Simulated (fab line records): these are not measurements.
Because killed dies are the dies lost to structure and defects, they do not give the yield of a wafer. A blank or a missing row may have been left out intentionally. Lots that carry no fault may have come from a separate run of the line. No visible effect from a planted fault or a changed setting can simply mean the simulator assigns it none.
fab line records	flow nand_harc
[record] lots = 13	wafers = 39	last_day = 24
route steps=1159 shown A_M1@1053 A_BONDPAD@1072 HYBRID_BOND@1100 END@1159
lots with no fault: from the same line, run without faults
start_h: start of the lot's first displayed wafer, in hours after the record's first day	wait_h: hours from the lot's prior step to this one	" same as the row above	L1.1+2: one row covering several wafers at once	- either no value or no given start	* or withheld: withheld	< > ~ a bound
route shown NAME@n: NAME is a module with steps in the file, n the number in the route of the first one	usual: mean and standard deviation over wafers with no fault	same: alike in all rows	chamber/n: place in a boat	sites: per-site readings	_std_site: standard deviation of those values	_edge_site: inner sites' mean taken away from outer sites' mean	radius_mm: for every site, how far away it sits from the centre of the wafer	mask NAME#n: copy n	behind: the tool/chamber that last shaped the wafer	hold: cause of the lot's hold/its duration in hours/its outcome	device: which transistor (n, p or np) failed to switch	end of line: tests run on the same wafers once the route is complete	for a step that has no rows: nothing shown but its recipe	killed: dies lost to structure and defects at the first sort, not the wafer's yield	map: per-die view of a wafer (x killed, . not killed, _ where there is no die)
set.NAME: the run value of the setting; set.NAME@STEP: its run value at that earlier step	model.NAME: the simulator's own value behind a step, which no gauge read
steps of the route over a sample of lots; a table a step, a row a wafer
services: from which hour (start_h, from the record's first day; less than 0 if before it) a tool's chamber was out of use, for how many hours, and why
[[steps]]
[step NHARC_A_M1_THK_MEAS_24]
[recipe] thk_meas_gauge = xrf
[usual] thk_nm = 154.1/1.5
lot.wafer	tool	chamber	start_h	wait_h	thk_nm
L273.1	film_metro-02	-	414.70	-	153.5
L273.4	"	-	"	"	152.5
L273.5	"	-	"	"	152.3
L272.1	film_metro-01	-	415.20	-	154.0
L272.2	"	-	"	"	152.0
L272.6	"	-	"	"	153.3
L276.2	film_metro-02	-	440.80	-	154.6
L276.3	"	-	"	"	154.3
L276.4	"	-	"	"	153.5
L275.1	film_metro-02	-	450.28	-	155.7
L275.2	"	-	"	"	155.9
L275.5	"	-	"	"	154.8
L284.1	film_metro-01	-	479.24	-	153.8
L284.2	"	-	"	"	152.0
L284.4	"	-	"	"	154.4
L286.1	film_metro-02	-	499.27	-	154.5
L286.3	"	-	"	"	153.8
L286.4	"	-	"	"	154.3
L285.2	film_metro-02	-	500.39	-	155.4
L285.3	"	-	"	"	153.7
L285.5	"	-	"	"	156.2
L288.3	film_metro-01	-	504.46	-	155.8
L288.5	"	-	"	"	153.9
L288.6	"	-	"	"	153.7
L287.2	film_metro-01	-	512.49	-	156.4
L287.4	"	-	"	"	153.9
L287.5	"	-	"	"	153.1
L290.1	film_metro-02	-	517.70	-	154.9
L290.3	"	-	"	"	153.4
L290.5	"	-	"	"	153.9
L292.3	film_metro-02	-	522.83	-	154.0
L292.4	"	-	"	"	151.1
L292.6	"	-	"	"	154.4
L293.2	film_metro-02	-	524.71	-	154.1
L293.4	"	-	"	"	155.0
L293.5	"	-	"	"	153.8
L291.2	film_metro-02	-	527.43	-	154.9
L291.3	"	-	"	"	157.2
L291.5	"	-	"	"	157.1
[step NHARC_A_BONDPAD_CD_MEAS_09]
[recipe] target_cd_nm = 500	landing_energy_ev = 500
[usual] cd_nm = 499.4/2.4
lot.wafer	tool	chamber	start_h	wait_h	cd_nm
L273.1	cd_sem-02	0	417.12	-	499.7
L273.4	"	0	"	"	502.4
L273.5	"	0	"	"	501.4
L272.1	cd_sem-02	0	417.60	-	504.0
L272.2	"	0	"	"	501.2
L272.6	"	0	"	"	500.0
L276.2	cd_sem-03	0	442.92	-	494.9
L276.3	"	0	"	"	499.4
L276.4	"	0	"	"	498.6
L275.1	cd_sem-03	0	452.71	-	496.1
L275.2	"	0	"	"	498.7
L275.5	"	0	"	"	493.5
L284.1	cd_sem-02	0	481.36	-	503.8
L284.2	"	0	"	"	500.6
L284.4	"	0	"	"	501.2
L286.1	cd_sem-03	0	501.22	-	501.0
L286.3	"	0	"	"	499.1
L286.4	"	0	"	"	501.2
L285.2	cd_sem-01	0	502.35	-	496.4
L285.3	"	0	"	"	495.1
L285.5	"	0	"	"	497.5
L288.3	cd_sem-03	0	506.54	-	501.2
L288.5	"	0	"	"	499.7
L288.6	"	0	"	"	496.8
L287.2	cd_sem-02	0	514.57	-	501.5
L287.4	"	0	"	"	501.2
L287.5	"	0	"	"	498.1
L290.1	cd_sem-02	0	519.78	-	497.6
L290.3	"	0	"	"	500.4
L290.5	"	0	"	"	496.2
L292.3	cd_sem-03	0	524.97	-	502.9
L292.4	"	0	"	"	500.3
L292.6	"	0	"	"	502.6
L293.2	cd_sem-01	0	526.79	-	502.5
L293.4	"	0	"	"	499.9
L293.5	"	0	"	"	497.1
L291.2	cd_sem-01	0	529.72	-	499.7
L291.3	"	0	"	"	497.5
L291.5	"	0	"	"	500.1
[step NHARC_A_BONDPAD_PVD_27]
[recipe] target_thk_a = 300	chamber_pressure_pa = 5	power_w = 5000	substrate_temp_c = 30	time_s = 20.49	material = Cu
[usual] cathode_dc_power_W = 5000.0/0.87	chamber_pressure_pa = 5.001/0.0096	throttle_valve_pct = 29.5/0.81	time_s = 20.49/0
lot.wafer	tool	chamber	start_h	wait_h	cathode_dc_power_W	chamber_pressure_pa	throttle_valve_pct	time_s
L273.4	pvd_sputter-01	-	418.57	-	4999.9	5.009	30.2	20.49
L273.1	"	-	"	"	5001.0	4.999	29.0	20.49
L273.5	"	-	"	"	4999.7	5.008	29.3	20.49
L272.1	pvd_sputter-02	-	418.98	-	4999.5	4.994	27.9	20.49
L272.2	"	-	"	"	5001.4	5.018	27.9	20.49
L272.6	"	-	"	"	4998.9	4.995	28.3	20.49
L276.4	pvd_sputter-02	-	444.30	-	4999.5	5.015	27.8	20.49
L276.3	"	-	"	"	4998.5	4.995	28.4	20.49
L276.2	"	-	"	"	5001.1	4.987	29.0	20.49
L275.2	pvd_sputter-01	-	454.08	-	5000.7	4.998	30.0	20.49
L275.1	"	-	"	"	4999.2	5.016	29.3	20.49
L275.5	"	-	"	"	5001.4	4.999	29.0	20.49
L284.2	pvd_sputter-01	-	482.78	-	-	-	-	-
L284.4	"	-	"	"	-	-	-	-
L284.1	"	-	"	"	-	-	-	-
L286.1	pvd_sputter-01	-	502.62	-	4999.0	5.009	29.0	20.49
L286.4	"	-	"	"	5001.2	5.007	30.1	20.49
L286.3	"	-	"	"	5000.0	4.992	29.0	20.49
L285.2	pvd_sputter-02	-	503.75	-	-	-	-	-
L285.3	"	-	"	"	-	-	-	-
L285.5	"	-	"	"	-	-	-	-
L288.3	pvd_sputter-01	-	507.93	-	4999.9	5.000	29.1	20.49
L288.6	"	-	"	"	5000.0	5.005	30.3	20.49
L288.5	"	-	"	"	4997.6	5.013	29.3	20.49
L287.2	pvd_sputter-02	-	515.97	-	5001.3	5.002	30.7	20.49
L287.4	"	-	"	"	5000.6	4.991	28.5	20.49
L287.5	"	-	"	"	4998.3	5.012	28.8	20.49
L290.1	pvd_sputter-03	-	521.37	-	5000.5	4.997	29.1	20.49
L290.3	"	-	"	"	5000.1	4.995	30.4	20.49
L290.5	"	-	"	"	5000.3	4.993	29.4	20.49
L292.4	pvd_sputter-01	-	526.34	-	4999.4	5.010	29.7	20.49
L292.3	"	-	"	"	4999.2	4.996	29.5	20.49
L292.6	"	-	"	"	4999.4	4.990	30.0	20.49
L293.4	pvd_sputter-03	-	528.18	-	5000.0	5.004	29.6	20.49
L293.2	"	-	"	"	5000.0	4.991	28.9	20.49
L293.5	"	-	"	"	4999.4	5.003	29.1	20.49
L291.3	pvd_sputter-03	-	531.66	-	5000.6	5.006	29.2	20.49
L291.2	"	-	"	"	5000.8	4.994	30.6	20.49
L291.5	"	-	"	"	5000.2	5.009	30.4	20.49
[step NHARC_HYBRID_BOND_INSPECT_06]
[recipe] inspect_instrument = ir_void
[usual] raw_defect_count = 31/13
lot.wafer	tool	chamber	start_h	wait_h	raw_defect_count
L272.1	defect_inspect-02	-	428.66	0.1	23
L272.2	"	-	"	"	22
L272.6	"	-	"	"	21
L273.1	defect_inspect-02	-	428.68	0.1	30
L273.4	"	-	"	"	29
L273.5	"	-	"	"	33
L276.2	defect_inspect-01	-	457.09	0.1	34
L276.3	"	-	"	"	31
L276.4	"	-	"	"	31
L275.1	defect_inspect-02	-	466.13	0.0	23
L275.2	"	-	"	"	18
L275.5	"	-	"	"	23
L286.1	defect_inspect-02	-	513.80	0.0	42
L286.3	"	-	"	"	32
L286.4	"	-	"	"	40
L288.3	defect_inspect-02	-	523.69	0.1	14
L288.5	"	-	"	"	7
L288.6	"	-	"	"	19
L287.2	defect_inspect-02	-	523.71	0.1	35
L287.4	"	-	"	"	32
L287.5	"	-	"	"	42
L290.1	defect_inspect-02	-	532.31	0.1	22
L290.3	"	-	"	"	16
L290.5	"	-	"	"	12
L292.3	defect_inspect-02	-	537.54	0.1	41
L292.4	"	-	"	"	53
L292.6	"	-	"	"	48
L293.2	defect_inspect-02	-	537.56	0.1	44
L293.4	"	-	"	"	42
L293.5	"	-	"	"	55
L291.2	defect_inspect-02	-	542.89	0.1	27
L291.3	"	-	"	"	19
L291.5	"	-	"	"	42
[step NHARC_END_SORT_01]
[recipe] temp_c = 25
[usual] defect_limited_yield = 95.4/1.5	killed_at_array = 27/9.9	killed_at_other = 0.5/0.76	killed_at_periphery = 3.4/2.2	killed_dies = 31/10	killed_open = 3.3/2	killed_short = 2.0/1.5	sort_bin_2_pct = 1.5/0.64	sort_bin_3_pct = 0.21/0.2	sort_bin_4_pct = 2.9/0.97	sort_n_pass = 646/10	sort_rim_yield_pct = 96.9/2	sort_yield_pct = 95.4/1.5
[same] gross_dies = 677	sort_bin_5_pct[%] = 0	sort_bin_6_pct[%] = 0	sort_bin_7_pct[%] = 0	sort_bin_8_pct[%] = 0	sort_rim_n_gross = 106.00
lot.wafer	tool	chamber	start_h	wait_h	defect_limited_yield[%]	killed_at_array	killed_at_other	killed_at_periphery	killed_dies	killed_open	killed_short	sort_bin_2_pct[%]	sort_bin_3_pct[%]	sort_bin_4_pct[%]	sort_n_pass	sort_rim_yield_pct[%]	sort_yield_pct[%]
L275.1	prober-02	0	491.69	2.5	96.2	22	1	3	26	6	2	1.5	0	2.4	651	96.2	96.2
L275.2	prober-02	0	492.50	2.8	96.3	21	1	3	25	5	1	1.2	0	2.5	652	97.2	96.3
L275.5	prober-02	0	494.92	3.7	96.5	22	0	2	24	1	3	0.7	0	2.8	653	98.1	96.5
L284.1	prober-02	0	517.54	2.5	0	676	0	1	677	1	1	97.5	0.59	1.9	0	0	0
L284.2	prober-02	0	518.34	2.8	0	675	1	1	677	2	3	95.9	0.15	4.0	0	0	0
L284.4	prober-02	0	519.94	3.4	0	675	0	2	677	2	3	96.2	0	3.8	0	0	0
L285.2	prober-02	0	532.09	2.8	0	671	3	3	677	4	3	94.7	0	5.3	0	0	0
L285.3	prober-02	0	532.88	3.1	0	673	1	3	677	5	6	95.9	0.15	4.0	0	0	0
L285.5	prober-02	0	534.48	3.7	0	674	1	2	677	9	3	95.7	0.15	4.1	0	0	0
L290.1	prober-01	0	550.27	2.5	96.8	15	1	6	22	5	1	1.0	0.15	2.1	655	98.1	96.8
L290.3	prober-01	0	551.88	3.1	97.3	16	0	2	18	3	1	1.0	0.30	1.3	659	97.2	97.3
L290.5	prober-01	0	553.49	3.7	96.8	14	2	6	22	7	1	1.2	0	2.1	655	99.1	96.8
// killed by level:class
L275.1 A_SLIT:chamber_film_flake=5 A_CHANNEL_HOLE_D1:chamber_film_flake=4 A_STAIRCASE:chamber_film_flake=3 A_WL_FILL:geometric_particle:open=2 P_GATE:chamber_film_flake=2 A_CONTACT:chamber_film_flake=2 A_CHANNEL_FILL_D1:geometric_particle:short=1 A_CHANNEL_FILL_D1:geometric_particle:open=1
L275.2 A_SLIT:chamber_film_flake=9 A_CHANNEL_FILL_D1:geometric_particle:open=3 A_CHANNEL_HOLE_D1:chamber_film_flake=3 P_ZERO_WELL:chamber_film_flake=2 A_STAIRCASE:chamber_film_flake=2 A_CHANNEL_FILL_D1:geometric_particle:short=1 A_WL_FILL:geometric_particle:open=1 A_CONTACT:geometric_particle:open=1
L275.5 A_SLIT:chamber_film_flake=13 A_CHANNEL_HOLE_D1:chamber_film_flake=3 P_ZERO_WELL:geometric_particle:short=1 A_CHANNEL_FILL_D1:geometric_particle:open=1 A_SGD_CUT:geometric_particle:short=1 A_WL_FILL:geometric_particle:short=1 P_ZERO_WELL:chamber_film_flake=1 A_CHANNEL_FILL_D1:chamber_film_flake=1
L284.1 A_BONDPAD:area_pvd=646 A_CHANNEL_HOLE_D1:chamber_film_flake=21 A_STAIRCASE:chamber_film_flake=3 A_CONTACT:chamber_film_flake=3 A_SGD_CUT:geometric_particle:short=1 A_SGD_CUT:geometric_particle:open=1 P_GATE:chamber_film_flake=1 A_WL_FILL:chamber_film_flake=1
L284.2 A_BONDPAD:area_pvd=639 A_CHANNEL_HOLE_D1:chamber_film_flake=24 A_CONTACT:chamber_film_flake=5 A_CONTACT:geometric_particle:open=2 A_SGD_CUT:geometric_particle:short=1 A_CONTACT:geometric_particle:short=1 P_BONDPAD:chamber_film_flake=1 STARTING-WAFER:geometric_particle:short=1
L284.4 A_BONDPAD:area_pvd=643 A_CHANNEL_HOLE_D1:chamber_film_flake=22 A_WL_FILL:geometric_particle:short=2 A_CONTACT:chamber_film_flake=2 A_SOURCE_PLATE:geometric_particle:open=1 A_CONTACT:geometric_particle:short=1 A_M1:geometric_particle:open=1 P_ZERO_WELL:chamber_film_flake=1
L285.2 A_BONDPAD:area_pvd=628 A_SLIT:chamber_film_flake=21 A_CHANNEL_HOLE_D1:chamber_film_flake=7 A_CONTACT:chamber_film_flake=4 A_SGD_CUT:chamber_film_flake=3 THIN_TSV:chamber_film_flake=3 A_ONON_D1:geometric_particle:open=2 A_STAIRCASE:chamber_film_flake=2
L285.3 A_BONDPAD:area_pvd=633 A_SLIT:chamber_film_flake=19 A_STAIRCASE:chamber_film_flake=4 A_CONTACT:chamber_film_flake=4 A_CHANNEL_HOLE_D1:chamber_film_flake=3 A_CHANNEL_FILL_D1:geometric_particle:open=2 A_CONTACT:geometric_particle:open=2 A_SGD_CUT:chamber_film_flake=2
L285.5 A_BONDPAD:area_pvd=630 A_SLIT:chamber_film_flake=16 A_CHANNEL_HOLE_D1:chamber_film_flake=8 A_STAIRCASE:chamber_film_flake=5 A_CONTACT:geometric_particle:open=3 A_CONTACT:chamber_film_flake=3 A_CHANNEL_HOLE_D1:geometric_particle:open=2 P_CONTACT:geometric_particle:open=1
L290.1 A_CHANNEL_HOLE_D1:chamber_film_flake=6 P_M0:geometric_particle:open=2 A_STAIRCASE:chamber_film_flake=2 A_CONTACT:chamber_film_flake=2 A_M1:chamber_film_flake=2 P_GATE:geometric_particle:short=1 P_GATE:geometric_particle:open=1 A_ONON_D1:geometric_particle:open=1
L290.3 A_CHANNEL_HOLE_D1:chamber_film_flake=7 A_M1:chamber_film_flake=3 P_CONTACT:geometric_particle:short=1 A_SOURCE_PLATE:geometric_particle:open=1 A_ONON_D1:geometric_particle:open=1 A_M1:geometric_particle:open=1 P_BONDPAD:chamber_film_flake=1 A_STAIRCASE:chamber_film_flake=1
L290.5 A_CHANNEL_HOLE_D1:chamber_film_flake=6 A_CONTACT:chamber_film_flake=4 P_CONTACT:geometric_particle:open=3 THIN_TSV:chamber_film_flake=2 P_STI:geometric_particle:open=1 P_CONTACT:geometric_particle:short=1 P_M0:geometric_particle:open=1 A_CHANNEL_HOLE_D1:geometric_particle:open=1
[[services]]
tool	chamber	start_h	hours	kind
pvd_sputter-01	-	401.66	1.2	repair
pvd_sputter-03	-	458.00	10.0	pm
pvd_sputter-01	-	514.20	10.0	pm
[[key]]
[first_sign] step = NHARC_A_BONDPAD_PVD_27	reading = tool_record	direction = missing
[effect] step = NHARC_END_SORT_01	reading = sort_bin_2_pct	direction = up	sigmas = 99+	usual = 1.5	struck = 96.0
[more_kills_born_at] NHARC_A_BONDPAD_PVD_27@pvd_sputter-01 = 1928	NHARC_A_BONDPAD_PVD_27@pvd_sputter-02 = 1891
met_at NHARC_A_BONDPAD_PVD_27
struck_lots L284,L285
later_rows_left_out L284.1,L284.2,L284.4,L285.2,L285.3,L285.5
not_acting_at NHARC_A_M1_THK_MEAS_24,NHARC_A_BONDPAD_CD_MEAS_09,NHARC_HYBRID_BOND_INSPECT_06
onset_between 454.08 482.78
[fault] kind = skipped_step_whole	tool = pvd_sputter-01,pvd_sputter-02	chamber = -	onset_h = 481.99	steps = NHARC_A_BONDPAD_PVD_27	scope = struck_lots_only
// later_rows_left_out: the simulator's readings of these wafers behind a module that went badly wrong aren't trusted and aren't shown, but for the sort
